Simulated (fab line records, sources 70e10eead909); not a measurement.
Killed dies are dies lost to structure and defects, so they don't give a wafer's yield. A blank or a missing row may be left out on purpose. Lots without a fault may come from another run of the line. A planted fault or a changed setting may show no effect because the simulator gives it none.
Chamber matching | flow nand_harc | NHARC_P_M0_PRE_CLEAN_31 on pecvd-04: 3 sister chambers
The step time 12 s. 14 wafers are shown with their chamber, then 7 later ones without.

WAFERS WITH THEIR CHAMBER
wafer  | chamber | heater_power_w (W)
L076.1 | 0       | 587
L076.4 | 2       | 543
L076.5 | 1       | 690
L079.2 | 1       | 605
L079.3 | 0       | 481
L079.5 | 0       | 478
L079.1 | 2       | 583
L079.4 | 1       | 615
L079.6 | 2       | 579
L082.3 | 2       | 581
L082.4 | 1       | 656
L082.5 | 2       | 582
L086.2 | 0       | 534
L086.5 | 2       | 551

SIGNATURES (means of the wafers above)
reading        | chamber 0 | chamber 1 | chamber 2 | scatter within a chamber
heater_power_w | 520.00    | 641.50    | 569.83    | 35.9
Rule: a wafer's distance from a chamber is the root of the sum, over the readings, of the square of ((its reading less the chamber's mean) divided by the reading's scatter). The wafer belongs to the nearest chamber; if the next one is less than 2 further off, it can't be placed. The scatter: the root of (the sum of the squares of (reading less its chamber's mean) over the shown wafers, divided by (wafers less chambers)).

WAFERS WITHOUT THEIR CHAMBER
wafer  | heater_power_w (W)
L086.6 | 518
L092.2 | 623
L092.4 | 656
L092.6 | 549
L096.2 | 585
L096.4 | 633
L096.6 | 604

WHICH CHAMBER EACH WENT THROUGH
wafer  | from the rows above          | in truth
L086.6 | can't be placed: 0 or 2      | 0
L092.2 | can't be placed: 1 or 2      | 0
L092.4 | can't be placed: 1 or 2      | 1
L092.6 | can't be placed: 2 or 0 or 1 | 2
L096.2 | can't be placed: 2 or 1 or 0 | 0
L096.4 | can't be placed: 1 or 2      | 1
L096.6 | can't be placed: 2 or 1 or 0 | 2
Placed correctly: 0 of 7. Can't be placed from these rows: 7 (the true chamber is among the candidates in 6). Placed wrongly: 0.
